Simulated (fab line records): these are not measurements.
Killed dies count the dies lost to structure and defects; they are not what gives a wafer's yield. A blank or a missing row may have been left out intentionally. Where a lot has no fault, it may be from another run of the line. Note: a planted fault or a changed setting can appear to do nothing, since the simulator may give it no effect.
Problem report, 8D (eight disciplines) form, completed by code + flow nand harc + the parts of the form that need people (team, actions taken, sign-off) are left out

== 1. PROBLEM STATEMENT ==
Mean of rf fwd power W at NHARC_A_STAIRCASE_DEP_301: 488.4 W across 6 wafers in 2 lots; on wafers with no fault it is 348.5 W (standard deviation 1.2). So: +99 or more standard deviations from the usual mean.
The step: deposits SiON, target thk 30 nm.
Seen first at day 19 08:48 on pecvd-04, wafer L733.1. The record has a number at this step for 42 wafers belonging to 14 lots. The rule behind "out" and "out of limits": a value lying over 4 standard deviations away from the usual mean. The other wafers with a number count as sound.

== 2. WHAT IT IS, AND WHAT IT ISN'T ==
| question                    | is                     | is not                                                                                                         |
|-----------------------------|------------------------|----------------------------------------------------------------------------------------------------------------|
| which readings at this step | rf fwd power W         | heater power w                                                                                                 |
| which lots                  | L733, L735             | L726, L727, L729, L730, L734, L736, L740, L744, L745, L746, L747, L749                                         |
| which wafers of those lots  | all that have a number | -                                                                                                              |
| read on which tools         | pecvd-04               | pecvd-02, pecvd-03                                                                                             |
| when                        | from day 19 08:48      | up to then (12 sound wafers); but 24 sound wafers of L734, L736, L740, L744, L745, L746, L747, L749 came after |

== 3. WHAT RULES OUT EACH SUSPECT ==
Counting: a tool at a process step up to the reading stays a suspect if it ran every lot that is out and no sound lot after the first of them.
- pecvd-04 at NHARC_A_STAIRCASE_DEP_301 (deposits SiON, target thk 30 nm): kept. All lots that are out passed through it, beginning with L733 at day 19 08:48, and no sound lot followed; its final sound lot before that point was L730 at day 18 12:09. Out on those wafers are its own readings of rf fwd power W.
Remaining after the count: pecvd-04 at NHARC_A_STAIRCASE_DEP_301.

== 4. THE CAUSE (what the simulator had put in) ==
Process parameters drifting: pecvd-04 at NHARC_A_STAIRCASE_DEP_301, beginning at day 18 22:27. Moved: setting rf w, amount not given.
After counting, this tool was the only one left.

== 5. THE CHAIN OF EFFECTS, in route order ==
Each row: a reading whose mean over the struck wafers that have a number lies more than 3 standard deviations from the usual. Scope: only readings with a usual standard deviation given in the record; hours: median across lots of the time from each lot's start at the first step in this table that gives one to its start at this step; sigmas: change in usual standard deviations.
| hours | step                      | reading        | usual   | on struck wafers | change | sigmas      |
|-------|---------------------------|----------------|---------|------------------|--------|-------------|
| 0     | NHARC_A_STAIRCASE_DEP_301 | rf fwd power W | 348.5 W | 488.4            | +139.9 | +99 or more |
It contains these process steps:
- NHARC_A_STAIRCASE_DEP_301: deposits SiON, target thk 30 nm.

== 6. HOW IT WOULD HAVE BEEN CAUGHT EARLIER ==
10 hours passed between the start of the fault at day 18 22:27 and the first reading out of limits in this record, taken at day 19 08:48.
